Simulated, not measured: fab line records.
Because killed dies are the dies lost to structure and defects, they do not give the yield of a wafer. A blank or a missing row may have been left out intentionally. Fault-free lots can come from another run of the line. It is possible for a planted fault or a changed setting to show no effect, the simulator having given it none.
Tool commonality check	flow nand_harc	Lots sampled 15, wafers sampled 45

THE REASON FOR OPENING IT
On 3 of the 15 lots, a flag is raised at NHARC_P_CONTACT_CD_MEAS_12 on the reading cd_nm. No-fault wafers: 90.1 nm, standard deviation 0.94.
Rule: flag the lot when none of its wafers has a number, or when each of its wafers that has one lies beyond 4 standard deviations from that mean. The rest of the lots are taken to be sound.

lot	measured	on	cd_nm (nm), wafer by wafer	flag
L771	day 6 00:07	cd_sem-01	89.3 90.9 90.0	
L773	day 6 18:44	cd_sem-01	91.2 91.4 89.9	
L774	day 7 09:01	cd_sem-01	90.4 89.4 90.2	
L775	day 7 15:20	cd_sem-03	89.0 89.6 90.7	
L777	day 8 07:42	cd_sem-03	89.6 89.9 89.7	
L778	day 8 22:50	cd_sem-03	91.2 90.3 89.5	
L779	day 9 14:47	cd_sem-03	127.3 126.6 128.2	FLAGGED
L780	day 9 20:00	cd_sem-01	127.2 127.8 127.2	FLAGGED
L781	day 10 10:53	cd_sem-03	120.3 120.0 120.9	FLAGGED
L788	day 12 23:02	cd_sem-02	90.4 90.3 90.2	
L789	day 13 12:42	cd_sem-02	90.3 89.7 89.2	
L790	day 13 21:22	cd_sem-03	89.6 90.2 89.8	
L791	day 14 08:33	cd_sem-02	89.6 91.3 91.0	
L792	day 14 14:47	cd_sem-01	89.0 89.5 88.8	
L793	day 15 06:27	cd_sem-01	88.9 88.9 88.9	
The mean of the flagged lots' numbers is 125.1 nm, +35.0 nm from the usual (+37 standard deviations).

WHICH TOOL EACH LOT WENT THROUGH
The record holds 1 process step before the reading, out of a route of 1302 steps. Each cell gives the tool, then ch followed by the chambers the sampled wafers passed through, then the start.
lot	flag	NHARC_P_CONTACT_PEB_10
L771		litho_track-04 ch 0, day 6 00:02
L773		litho_track-01 ch 0, day 6 18:39
L774		litho_track-06 ch 0, day 7 08:56
L775		litho_track-06 ch 0, day 7 15:16
L777		litho_track-06 ch 0, day 8 07:37
L778		litho_track-06 ch 0, day 8 22:46
L779	FLAGGED	litho_track-06 ch 0, day 9 14:42
L780	FLAGGED	litho_track-06 ch 0, day 9 19:55
L781	FLAGGED	litho_track-06 ch 0, day 10 10:48
L788		litho_track-04 ch 0, day 12 22:57
L789		litho_track-04 ch 0, day 13 12:37
L790		litho_track-06 ch 0, day 13 21:17
L791		litho_track-04 ch 0, day 14 08:28
L792		litho_track-06 ch 0, day 14 14:42
L793		litho_track-06 ch 0, day 15 06:22
What these steps do:
- NHARC_P_CONTACT_PEB_10: peb time 65 s.
- NHARC_P_CONTACT_CD_MEAS_12: target cd 90 nm.

FLAGGED OVER TOTAL, TOOL BY TOOL (the gauges that took the reading come last)
step	tool	lots run	flagged	share of the flagged lots	sound lots run after its first flagged lot
NHARC_P_CONTACT_PEB_10	litho_track-01	1	0	none	-
NHARC_P_CONTACT_PEB_10	litho_track-04	4	0	none	-
NHARC_P_CONTACT_PEB_10	litho_track-06	10	3	all	3 (L790,L792,L793)
NHARC_P_CONTACT_CD_MEAS_12	cd_sem-01	6	1	some	2 (L792,L793)
NHARC_P_CONTACT_CD_MEAS_12	cd_sem-02	3	0	none	-
NHARC_P_CONTACT_CD_MEAS_12	cd_sem-03	6	2	some	1 (L790)

WHAT THE TABLE ALLOWS
In the table, 1 row covers all flagged lots: litho_track-06 at NHARC_P_CONTACT_PEB_10.
- litho_track-06 at NHARC_P_CONTACT_PEB_10: 3 of its 10 lots flagged. Sound lots followed the first flagged one (L790, L792, L793) on it, something a lasting fault affecting the whole tool could not allow. Its own readings lie more than 4 standard deviations out on every wafer of the flagged lots: heater_power_total_W, plate_temp_C.
Not one row of the table ran every flagged lot while running no sound lot after the first.

WHAT HAD BEEN PUT IN BY THE SIMULATOR
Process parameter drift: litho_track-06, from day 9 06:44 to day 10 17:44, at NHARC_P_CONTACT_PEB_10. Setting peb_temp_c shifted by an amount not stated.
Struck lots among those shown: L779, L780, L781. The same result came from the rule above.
